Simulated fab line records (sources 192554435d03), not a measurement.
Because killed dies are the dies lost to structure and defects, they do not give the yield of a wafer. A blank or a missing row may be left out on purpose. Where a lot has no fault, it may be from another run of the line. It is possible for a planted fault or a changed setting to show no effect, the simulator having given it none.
fab line records	flow n5-finfet
record lots=10	wafers=30	last-day=18
route steps=1938 shown BEOL_M9@1447 BEOL_M10@1485 PASSIVATION@1936
lots that met no fault: from a run of the same line without faults
start-h: start of the lot's first displayed wafer, in hours after the record's first day	wait-h: how many hours have passed since the lot's step before this one	" unchanged from the row above	L1.1+2: several wafers, shown together as one row	- no value present, or no start provided	* or withheld: withheld	< > ~ a bound
route shown NAME@n: names a module that has steps shown in the file, with the first one's number in the route	usual: mean and standard deviation over wafers with no fault	same: alike in all rows	chamber/n: place in a boat	sites: each site's reading	_std_site: the values' standard deviation	_edge_site: outer sites' mean less inner sites'	radius-mm: how far each site lies from the wafer's centre	mask NAME#n: copy n	behind: the tool/chamber that last shaped the wafer	hold: reason for holding the lot/hours on hold/outcome of the hold	device: transistor that didn't switch, given as n, p or np	end of line: the same wafers' tests at the end of the route	where a step has no rows: the recipe by itself	killed: dies that structure and defects cost at the first sort, which is not the same as the wafer's yield	map: a wafer's dies, marking killed ones x, the rest . and places with no die _
set.NAME: the setting that was run; set.NAME@STEP: the one run at that earlier step	model.NAME: the simulator's own value behind a step, which no gauge read
a sample of lots followed through the steps of the route, with each step as a table and each wafer as a row
services: when a tool's chamber went out of use (start-h, in hours from the record's first day, below 0 if earlier), for how many hours, and the reason
## steps
# step N5_BEOL_M9_ETCH_41
# recipe chemistry=CH3F/O2	target=SiCN	target-depth-a=366	taper-deg=2	time-s=70.1	ion-energy-ev=120	mask-material=TiN	pressure-mtorr=30	source-w=395	bias-w=75	Ar_flow_sccm=150	CH3F_flow_sccm=30	O2_flow_sccm=20
# usual CH3F_flow_sccm=29.99/0.097	drypump-motor-current-A=5.8/0.34	oes-product-au=0.81/0.09	rf-fwd-power-W=391.5/1.6	rf-vpp-V=297.5/1.3	showerhead-plenum-p-Torr=2.00/0.047	throttle-valve-pct=16.30/0.29
# same time-s=70.1
lot.wafer	tool	chamber	start-h	wait-h	CH3F_flow_sccm	drypump-motor-current-A	oes-product-au	rf-fwd-power-W	rf-hours-counter-h	rf-vpp-V	showerhead-plenum-p-Torr	throttle-valve-pct
L510.3	rie-diel-06	2	-	-	29.94	5.2	0.82	390.3	92	298.2	2.01	16.47
L510.4	"	0	"	"	30.08	5.7	0.69	391.1	242	297.9	2.05	16.41
L510.6	"	0	"	"	30.06	5.7	0.69	391.8	-	299.0	2.05	16.40
L513.2	rie-diel-06	0	-	-	29.91	5.7	0.68	388.9	248	297.5	2.05	16.41
L513.4	"	2	"	"	30.09	5.2	0.81	389.6	99	298.5	2.01	16.50
L513.6	"	2	"	"	29.96	5.2	0.81	390.6	-	295.6	2.01	16.48
L514.1	rie-diel-06	1	-	-	29.95	5.9	0.69	388.4	238	296.2	1.97	16.88
L514.4	"	3	"	"	30.04	5.8	0.88	392.5	-	298.8	2.03	15.85
L514.5	"	1	"	"	29.98	5.9	0.68	389.7	-	297.5	1.97	16.86
L512.4	rie-diel-03	0	-	-	29.92	5.7	0.86	392.2	69	294.9	1.95	15.82
L512.5	"	1	"	"	30.05	6.1	0.73	393.8	-	298.4	2.08	16.76
L512.6	"	2	"	"	29.92	6.3	0.90	393.3	-	296.0	1.95	16.04
L515.3	rie-diel-06	2	-	-	29.98	5.2	0.80	392.8	100	299.0	2.01	16.49
L515.5	"	3	"	"	29.97	5.8	0.88	390.5	-	296.2	2.03	15.86
L515.6	"	2	"	"	29.99	5.2	0.80	391.8	-	298.5	2.01	16.49
L523.2	rie-diel-06	3	-	-	30.02	5.8	0.83	389.8	50	298.1	2.03	15.91
L523.3	"	0	"	"	29.86	5.8	0.89	391.0	22	297.5	2.04	15.98
L523.6	"	1	"	"	29.99	5.9	1.00	389.4	-	296.2	1.97	16.44
L527.1	rie-diel-03	1	-	-	30.09	6.1	0.71	391.9	214	299.4	2.07	16.81
L527.3	"	3	"	"	30.06	6.3	0.73	391.9	201	297.3	2.07	16.37
L527.4	"	2	"	"	30.08	6.3	0.85	393.0	63	296.3	1.94	16.08
L529.2	rie-diel-04	2	-	-	29.99	5.6	0.77	394.8	153	295.5	1.92	16.37
L529.5	"	2	"	"	30.04	5.6	0.77	394.6	-	297.3	1.92	16.37
L529.6	"	3	"	"	29.98	5.5	0.75	391.0	-	298.1	2.00	16.37
L530.1	rie-diel-04	2	-	-	30.14	5.6	0.77	391.0	153	295.7	1.92	16.36
L530.2	"	0	"	"	30.00	6.3	0.85	389.1	50	296.1	1.95	16.44
L530.3	"	1	"	"	30.04	5.5	1.00	392.8	3	299.0	2.05	16.01
L531.1	rie-diel-04	0	-	-	30.11	6.3	0.85	388.8	53	296.4	1.95	16.45
L531.2	"	3	"	"	30.08	5.4	0.74	390.0	170	297.6	1.99	16.38
L531.4	"	1	"	"	29.94	5.5	0.99	392.2	7	297.2	2.05	16.02
# step N5_BEOL_M9_OCD_MEAS_38
# usual trench-depth-nm=151.8/2.1
lot.wafer	tool	chamber	start-h	wait-h	trench-depth-nm
L510.3	ocd-02	-	226.91	-	155.4
L510.4	"	-	"	"	151.7
L510.6	"	-	"	"	152.1
L513.2	ocd-01	-	247.21	-	150.8
L513.4	"	-	"	"	151.0
L513.6	"	-	"	"	151.2
L514.1	ocd-01	-	252.04	-	149.4
L514.4	"	-	"	"	154.4
L514.5	"	-	"	"	149.4
L512.4	ocd-01	-	252.07	-	151.8
L512.5	"	-	"	"	147.5
L512.6	"	-	"	"	153.3
L515.3	ocd-01	-	255.90	-	151.4
L515.5	"	-	"	"	153.4
L515.6	"	-	"	"	151.7
L523.2	ocd-02	-	322.92	-	154.4
L523.3	"	-	"	"	153.9
L523.6	"	-	"	"	153.3
L527.1	ocd-02	-	329.41	-	149.9
L527.3	"	-	"	"	150.6
L527.4	"	-	"	"	153.0
L529.2	ocd-02	-	348.27	-	148.9
L529.5	"	-	"	"	149.5
L529.6	"	-	"	"	151.0
L530.1	ocd-01	-	350.21	-	151.1
L530.2	"	-	"	"	152.2
L530.3	"	-	"	"	158.2
L531.1	ocd-02	-	358.98	-	151.6
L531.2	"	-	"	"	149.7
L531.4	"	-	"	"	156.7
# step N5_BEOL_M9_SURFACE_TREAT_79
# recipe gas=Ar	time-s=*	ion-energy-ev=*	ion-current-ma-cm2=0.5	pressure-mtorr=*	ar-flow-sccm=30
# usual throttle-valve-pct=*
# same time-s=*
lot.wafer	tool	chamber	start-h	wait-h	throttle-valve-pct
L510.3	pvd-sputter-02	-	228.27	0.2	*
L510.4	"	-	"	"	*
L510.6	"	-	"	"	*
L513.2	pvd-sputter-03	-	248.77	0.3	*
L513.4	"	-	"	"	*
L513.6	"	-	"	"	*
L514.1	pvd-sputter-02	-	253.34	0.4	*
L514.4	"	-	"	"	*
L514.5	"	-	"	"	*
L512.4	pvd-sputter-03	-	253.42	0.2	*
L512.5	"	-	"	"	*
L512.6	"	-	"	"	*
L515.3	pvd-sputter-03	-	256.88	0.2	*
L515.5	"	-	"	"	*
L515.6	"	-	"	"	*
L523.2	pvd-sputter-02	-	324.10	0.2	*
L523.3	"	-	"	"	*
L523.6	"	-	"	"	*
L527.1	pvd-sputter-03	-	332.31	0.2	*
L527.3	"	-	"	"	*
L527.4	"	-	"	"	*
L529.2	pvd-sputter-01	-	349.67	0.2	*
L529.5	"	-	"	"	*
L529.6	"	-	"	"	*
L530.1	pvd-sputter-01	-	352.87	0.2	*
L530.2	"	-	"	"	*
L530.3	"	-	"	"	*
L531.1	pvd-sputter-02	-	363.23	0.2	*
L531.2	"	-	"	"	*
L531.4	"	-	"	"	*
# step N5_BEOL_M9_DEP_56
# recipe material=SiCN	target-thk-a=150	temp-c=withheld	precursor=3MS/NH3	pressure-torr=3	rf-w=202	time-s=26.5
# usual rf-fwd-power-W=199.9/0.88	showerhead-plenum-p-Torr=3.665/0.013	throttle-valve-pct=9.0/0.5
# same time-s=26.5
lot.wafer	tool	chamber	start-h	wait-h	rf-fwd-power-W	showerhead-plenum-p-Torr	throttle-valve-pct
L510.3	pecvd-02	1	229.53	0.0	199.3	3.667	9.3
L510.4	"	0	"	"	201.0	3.659	8.8
L510.6	"	0	"	"	200.5	3.664	9.1
L513.2	pecvd-01	2	250.99	0.0	199.5	3.672	8.9
L513.4	"	0	"	"	200.6	3.655	9.6
L513.6	"	2	"	"	199.5	3.674	9.0
L514.1	pecvd-01	1	254.77	0.0	201.3	3.658	8.8
L514.4	"	0	"	"	200.6	3.653	10.0
L514.5	"	1	"	"	201.0	3.647	8.6
L512.4	pecvd-01	2	256.42	0.0	200.2	3.679	9.0
L512.5	"	0	"	"	199.9	3.656	9.6
L512.6	"	1	"	"	201.7	3.655	8.7
L515.3	pecvd-01	2	258.00	0.0	199.2	3.674	8.9
L515.5	"	1	"	"	200.2	3.654	8.6
L515.6	"	2	"	"	199.7	3.679	8.8
L523.2	pecvd-03	0	325.20	0.0	199.1	3.674	8.7
L523.3	"	1	"	"	200.0	3.689	8.7
L523.6	"	1	"	"	200.0	3.687	9.2
L527.1	pecvd-03	1	333.58	0.0	199.7	3.690	8.9
L527.3	"	2	"	"	199.2	3.669	8.1
L527.4	"	0	"	"	197.8	3.671	8.7
L529.2	pecvd-01	0	351.51	0.0	199.5	3.655	9.9
L529.5	"	1	"	"	201.0	3.654	8.7
L529.6	"	0	"	"	199.8	3.662	10.1
L530.1	pecvd-01	1	354.03	0.0	200.8	3.652	8.5
L530.2	"	0	"	"	199.0	3.667	9.8
L530.3	"	2	"	"	199.8	3.674	8.7
L531.1	pecvd-01	2	364.57	0.0	199.1	3.679	9.1
L531.2	"	1	"	"	201.5	3.653	8.9
L531.4	"	0	"	"	200.1	3.648	9.7
# step N5_BEOL_M9_INSPECT_58
# recipe inspect-instrument=darkfield	mode=post-dep
# usual raw-defect-count=72/23
lot.wafer	tool	chamber	start-h	wait-h	raw-defect-count
L510.3	defect-inspect-01	-	229.63	0.0	42
L510.4	"	-	"	"	48
L510.6	"	-	"	"	54
L513.2	defect-inspect-02	-	251.09	0.0	101
L513.4	"	-	"	"	81
L513.6	"	-	"	"	61
L514.1	defect-inspect-01	-	254.87	0.0	75
L514.4	"	-	"	"	122
L514.5	"	-	"	"	124
L512.4	defect-inspect-02	-	256.50	0.0	711
L512.5	"	-	"	"	750
L512.6	"	-	"	"	651
L515.3	defect-inspect-02	-	258.10	0.0	666
L515.5	"	-	"	"	733
L515.6	"	-	"	"	660
L523.2	defect-inspect-02	-	325.32	0.0	36
L523.3	"	-	"	"	56
L523.6	"	-	"	"	63
L527.1	defect-inspect-01	-	333.68	0.0	65
L527.3	"	-	"	"	57
L527.4	"	-	"	"	98
L529.2	defect-inspect-01	-	351.61	0.0	47
L529.5	"	-	"	"	52
L529.6	"	-	"	"	77
L530.1	defect-inspect-01	-	354.13	0.0	107
L530.2	"	-	"	"	101
L530.3	"	-	"	"	57
L531.1	defect-inspect-01	-	364.67	0.0	100
L531.2	"	-	"	"	91
L531.4	"	-	"	"	129
# step N5_BEOL_M10_INSPECT_13
# recipe mode=adi	inspect-instrument=brightfield
# usual raw-defect-count=414/81
lot.wafer	tool	chamber	start-h	wait-h	raw-defect-count
L510.3	defect-inspect-01	-	234.28	0.0	322
L510.4	"	-	"	"	550
L510.6	"	-	"	"	539
L513.2	defect-inspect-01	-	253.16	0.0	470
L513.4	"	-	"	"	526
L513.6	"	-	"	"	429
L514.1	defect-inspect-02	-	256.91	0.0	447
L514.4	"	-	"	"	583
L514.5	"	-	"	"	623
L512.4	defect-inspect-01	-	258.65	0.0	981
L512.5	"	-	"	"	1041
L512.6	"	-	"	"	938
L515.3	defect-inspect-02	-	260.89	0.0	983
L515.5	"	-	"	"	1117
L515.6	"	-	"	"	1122
L523.2	defect-inspect-01	-	327.44	0.0	433
L523.3	"	-	"	"	417
L523.6	"	-	"	"	518
L527.1	defect-inspect-01	-	336.66	0.0	348
L527.3	"	-	"	"	426
L527.4	"	-	"	"	507
L529.2	defect-inspect-01	-	353.50	0.0	281
L529.5	"	-	"	"	313
L529.6	"	-	"	"	421
L530.1	defect-inspect-02	-	356.56	0.0	369
L530.2	"	-	"	"	451
L530.3	"	-	"	"	357
L531.1	defect-inspect-01	-	367.81	0.0	401
L531.2	"	-	"	"	358
L531.4	"	-	"	"	599
# step N5_PASSIVATION_PROBE_49
# usual defect-limited-yield=91.2/1.6	killed_at_M0_to_M3=33/11	killed_at_M4_up=15/6.2	killed-at-contacts=15/7.1	killed-at-front-end=38/12	killed-at-other=4/3.5	killed-dies=104/19	killed-open=69/14	killed-short=34/8.5	sort_bin_5_function=5.2/0.99	sort_bin_6_memory=3.3/0.77	sort-n-pass=1076/19	sort-yield-pct=91.2/1.6
# same gross-dies=1180	killed-at-back-side=0	sort_bin_4_leakage[%]=0	sort_bin_8_speed[%]=0
lot.wafer	tool	chamber	start-h	wait-h	defect-limited-yield[%]	killed_at_M0_to_M3	killed_at_M4_up	killed-at-contacts	killed-at-front-end	killed-at-other	killed-dies	killed-open	killed-short	sort_bin_5_function[%]	sort_bin_6_memory[%]	sort-n-pass	sort-yield-pct[%]
L512.4	prober-01	-	311.25	0.2	82.0	34	131	10	35	2	212	61	25	11.9	4.0	968	82.0
L512.5	prober-01	-	311.30	0.2	82.8	26	133	13	31	0	203	60	21	10.8	3.6	977	82.8
L512.6	prober-01	-	311.35	0.3	81.9	23	121	20	49	0	213	72	37	11.4	4.3	967	81.9
L515.3	prober-01	-	316.00	0.1	82.6	36	141	5	23	0	205	57	21	11.6	3.9	975	82.6
L515.5	prober-01	-	316.10	0.2	83.6	20	125	14	34	0	193	49	27	10.9	3.1	987	83.6
L515.6	prober-01	-	316.15	0.3	84.0	8	138	6	35	2	189	36	25	10.9	3.5	991	84.0
# killed by level:class
L512.4 BEOL_M9:unspecified=126 STI_FIN_REVEAL:geometric-particle:open=10 BEOL_M2:geometric-particle:open=10 BEOL_M1:geometric-particle:open=9 MOL_CONTACT_COAG:geometric-particle:open=8 FIN_SAQP:geometric-particle:open=7 BEOL_M0_SAQP:geometric-particle:short=6 STI_FIN_REVEAL:geometric-particle:short=3
L512.5 BEOL_M9:unspecified=122 STI_FIN_REVEAL:geometric-particle:open=15 MOL_CONTACT_COAG:geometric-particle:open=12 BEOL_M2:geometric-particle:open=8 BEOL_M1:geometric-particle:open=4 BEOL_M0:geometric-particle:short=4 BEOL_M3:geometric-particle:open=4 BEOL_M5:geometric-particle:open=4
L512.6 BEOL_M9:unspecified=104 STI_FIN_REVEAL:geometric-particle:open=13 MOL_CONTACT_COAG:geometric-particle:open=13 BEOL_M4:geometric-particle:open=10 FIN_SAQP:geometric-particle:open=7 MOL_CONTACT_COAG:geometric-particle:short=7 DUMMY_GATE:geometric-particle:open=5 BEOL_M0_SAQP:geometric-particle:short=5
L515.3 BEOL_M9:unspecified=125 BEOL_M1:geometric-particle:open=10 BEOL_M0_SAQP:geometric-particle:open=7 BEOL_M2:geometric-particle:open=6 MOL_CONTACT_COAG:geometric-particle:open=5 BEOL_M0_SAQP:geometric-particle:short=5 GATE_CUT:geometric-particle:open=4 FIN_SAQP:geometric-particle:open=3
L515.5 BEOL_M9:unspecified=114 MOL_CONTACT_COAG:geometric-particle:open=11 STARTING-WAFER:geometric-particle:open=7 FIN_SAQP:geometric-particle:open=6 GATE_CUT:geometric-particle:short=5 STARTING-WAFER:geometric-particle:short=5 BEOL_M0_SAQP:geometric-particle:open=4 BEOL_M1:geometric-particle:open=4
L515.6 BEOL_M9:unspecified=126 STI_FIN_REVEAL:geometric-particle:open=9 FIN_SAQP:geometric-particle:short=7 MOL_CONTACT_COAG:geometric-particle:open=5 GATE_CUT:geometric-particle:short=4 BEOL_M4:geometric-particle:short=4 STI_FIN_REVEAL:geometric-particle:short=3 GATE_CUT:geometric-particle:open=3
## services
tool	chamber	start-h	hours	kind
rie-diel-04	3	206.29	13.1	repair
pecvd-01	2	244.65	5.5	scheduled-down
rie-diel-06	0	255.87	-	clean
rie-diel-06	0	255.87	-	consumable-replace:focus-ring
rie-diel-06	0	255.87	11.8	scheduled-down
rie-diel-06	0	255.87	11.8	vent-cycle
pecvd-01	-	256.49	0.9	repair
pecvd-01	0	266.89	2.1	scheduled-down
rie-diel-03	0	268.67	3.8	repair
rie-diel-04	0	271.49	3.0	repair
rie-diel-04	0	283.51	6.1	repair
rie-diel-06	1	286.23	-	clean
rie-diel-06	1	286.23	-	consumable-replace:focus-ring
rie-diel-06	1	286.23	25.2	scheduled-down
rie-diel-06	1	286.23	25.2	vent-cycle
rie-diel-04	2	291.59	9.0	repair
rie-diel-04	1	299.71	3.5	repair
rie-diel-04	1	303.62	-	clean
rie-diel-04	1	303.62	-	consumable-replace:focus-ring
pecvd-02	-	310.09	0.5	repair
rie-diel-04	3	313.50	3.9	repair
pvd-sputter-03	-	316.18	2.9	repair
rie-diel-04	2	319.23	6.4	repair
pecvd-02	-	326.05	14.6	pm
## key
first-sign step=N5_BEOL_M9_INSPECT_58	reading=raw-defect-count	direction=up	sigmas=28	usual=72	struck=695
effect step=N5_BEOL_M10_INSPECT_13	reading=raw-defect-count	direction=up	sigmas=7.6	usual=414	struck=1030
effect step=N5_PASSIVATION_PROBE_49	reading=killed_at_M4_up	direction=up	sigmas=19	usual=15	struck=132
more-kills-born-at N5_BEOL_M9_DEP_56@pecvd-01=717
met-at N5_BEOL_M9_DEP_56
struck-lots L512,L515
not-acting-at N5_BEOL_M9_ETCH_41,N5_BEOL_M9_OCD_MEAS_38,N5_BEOL_M9_SURFACE_TREAT_79
onset-between 254.77 256.42
fault kind=chamber-particle-source	tool=pecvd-01	chamber=-	onset-h=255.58	steps=N5_BEOL_M9_DEP_56	rate-per-visit-cm2=0.95482	end-h=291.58
